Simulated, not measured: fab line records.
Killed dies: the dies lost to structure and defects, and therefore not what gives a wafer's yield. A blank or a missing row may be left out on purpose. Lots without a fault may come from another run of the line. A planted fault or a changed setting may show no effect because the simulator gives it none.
Matching of chambers :: flow nand-harc :: NHARC_A_CHANNEL_FILL_D1_STRIP_28 on rie-diel-10 has 4 sister chambers
The step strips in O2, time 20 s. 7 wafers are shown with their chamber, then 7 later ones without.

WAFERS WITH THEIR CHAMBER
wafer: L359.5
chamber: 0
showerhead-plenum-p-Torr (Torr): 3.78
drypump-motor-current-A (A): 5.5

wafer: L359.6
chamber: 3
showerhead-plenum-p-Torr (Torr): 3.63
drypump-motor-current-A (A): 6.4

wafer: L362.1
chamber: 0
showerhead-plenum-p-Torr (Torr): 3.78
drypump-motor-current-A (A): 5.6

wafer: L362.2
chamber: 3
showerhead-plenum-p-Torr (Torr): 3.62
drypump-motor-current-A (A): 6.3

wafer: L362.6
chamber: 2
showerhead-plenum-p-Torr (Torr): 3.45
drypump-motor-current-A (A): 6.1

wafer: L364.2
chamber: 2
showerhead-plenum-p-Torr (Torr): 3.45
drypump-motor-current-A (A): 6.1

wafer: L364.4
chamber: 1
showerhead-plenum-p-Torr (Torr): 3.36
drypump-motor-current-A (A): 6.2

WAFERS MISSING THEIR CHAMBER
wafer: L364.6
showerhead-plenum-p-Torr (Torr): 3.45
drypump-motor-current-A (A): 6.1

wafer: L365.1
showerhead-plenum-p-Torr (Torr): 3.78
drypump-motor-current-A (A): 5.6

wafer: L365.2
showerhead-plenum-p-Torr (Torr): 3.45
drypump-motor-current-A (A): 6.1

wafer: L365.3
showerhead-plenum-p-Torr (Torr): 3.36
drypump-motor-current-A (A): 6.1

wafer: L374.1
showerhead-plenum-p-Torr (Torr): 3.36
drypump-motor-current-A (A): 6.1

wafer: L374.5
showerhead-plenum-p-Torr (Torr): 3.44
drypump-motor-current-A (A): 6.1

wafer: L374.6
showerhead-plenum-p-Torr (Torr): 3.36
drypump-motor-current-A (A): 6.1

WHICH CHAMBER EACH ONE RAN IN
wafer: L364.6
from the rows above: 2
in truth: 2

wafer: L365.1
from the rows above: 0
in truth: 0

wafer: L365.2
from the rows above: 2
in truth: 2

wafer: L365.3
from the rows above: 1
in truth: 1

wafer: L374.1
from the rows above: 1
in truth: 1

wafer: L374.5
from the rows above: 2
in truth: 2

wafer: L374.6
from the rows above: 1
in truth: 1
Correctly placed: 7 of 7. Not placeable from these rows: 0. Placed wrongly: 0.
How it was worked out, from the rows above alone: a wafer's distance from a chamber is the root of the sum, over the readings, of the square of ((its reading less the chamber's mean) divided by the reading's scatter). The wafer belongs to the nearest chamber; if the next one is less than 2 further off, it can't be placed. A chamber's mean is the mean of its shown wafers. The scatter: take each reading less its chamber's mean, square it, sum over the shown wafers, divide by the number of wafers less the number of chambers, and take the root.
